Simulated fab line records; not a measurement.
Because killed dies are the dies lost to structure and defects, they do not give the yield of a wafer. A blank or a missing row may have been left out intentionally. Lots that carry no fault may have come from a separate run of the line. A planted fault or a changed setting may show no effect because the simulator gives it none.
Comparing a struck lot with a sound one    flow nand harc    13 steps out of a route of 1302
Sound: these wafers, L689.1, L689.3, L689.4. Struck: wafer L705.1 (L705.4, L705.5, from the same lot, were not struck and are left out); the cause is given at the end.
For every step that has rows: the tool of each side, followed by ch and its chambers, followed by its first start. Under that, the readings that differ: sound wafers    struck wafers    difference of the means    sigmas: that difference in standard deviations of wafers without a fault.
alike: same words and numbers on both sides, and readings whose means sit less than 2 such deviations apart. not compared: any withheld reading, any reading some wafer has no value for, any bound like >300 that may hide the same value, and any number with overlapping values for which the record gives no deviation.
Wherever a step has rows on one side only, a row that says differs or no value, or a row with sigmas, the two part there. Non-overlapping numbers with no deviation appear without sigmas and do not part them. A reading that every wafer of one side lacks parts them only if that side has two wafers or more.

NHARC_A_STAIRCASE_STRIP_475: strips in O2, time 20 s.
  sound: rie diel-01 ch 0,2,3; struck: rie diel-01 ch 1
reading                      sound                 struck  difference  sigmas
drypump motor current A (A)  5.4 5.7 5.8           6.4     +0.8        +2
rf hours counter h (h)       36 30 32              22      -11         
throttle valve pct (%)       17.021 17.038 17.015  17.055  +0.030      +3
  alike: mfc ar sccm, o2 flow sccm, oes product au, rf vpp V, showerhead plenum p Torr
NHARC_A_STAIRCASE_DEP_471: deposits SiO2, target thk 100 nm.
  sound on pecvd-03 ch 0,1, day 21 03:32; struck on pecvd-02 ch 2, day 27 10:56
reading             sound        struck  difference  sigmas
heater power w (W)  567 581 568  313     -259        -2
  alike: throttle valve pct
NHARC_A_STAIRCASE_CMP_472: polishes SiO2.
  sound on cmp-01 ch 0,1,3, day 21 03:46; struck on cmp-04 ch 0, day 27 11:09
  alike: motor current A
then, 1 step without rows for these wafers: NHARC_A_STAIRCASE_SRD_474.
NHARC_A_STAIRCASE_INSPECT_155:
  sound on defect inspect-02, day 21 04:07; struck on defect inspect-01, day 27 11:29
  alike: raw defect count
NHARC_A_SGD_CUT_DEP_00: deposits SiNx, target thk 50 nm.
  sound on pecvd-02 ch 0,1,2, day 21 04:11; struck on pecvd-02 ch 1, day 27 11:35
  alike: heater power w
then, 5 steps without rows for these wafers: NHARC_A_SGD_CUT_DEHYDRATE_01 (time 120 s); NHARC_A_SGD_CUT_HMDS_02 (time 30 s); NHARC_A_SGD_CUT_COAT_56 (time 75 s); NHARC_A_SGD_CUT_COAT_57 (time 65 s); NHARC_A_SGD_CUT_COAT_03 (resist thk 90 nm).
NHARC_A_SGD_CUT_SOFTBAKE_04: time 55 s.
  sound on litho track-04 ch 0, day 21 04:00; struck on litho track-04 ch 0, day 27 11:00
reading                   sound                 struck  difference  sigmas
heater power total W (W)  188.44 188.52 188.66  224.19  +35.65      +99 or more
then, 1 step without rows for these wafers: NHARC_A_SGD_CUT_EBR_05.

WHERE THEY PART
Earliest at NHARC_A_STAIRCASE_STRIP_475; latest, in this record, at NHARC_A_SGD_CUT_SOFTBAKE_04.

WHY: the cause the simulator had injected
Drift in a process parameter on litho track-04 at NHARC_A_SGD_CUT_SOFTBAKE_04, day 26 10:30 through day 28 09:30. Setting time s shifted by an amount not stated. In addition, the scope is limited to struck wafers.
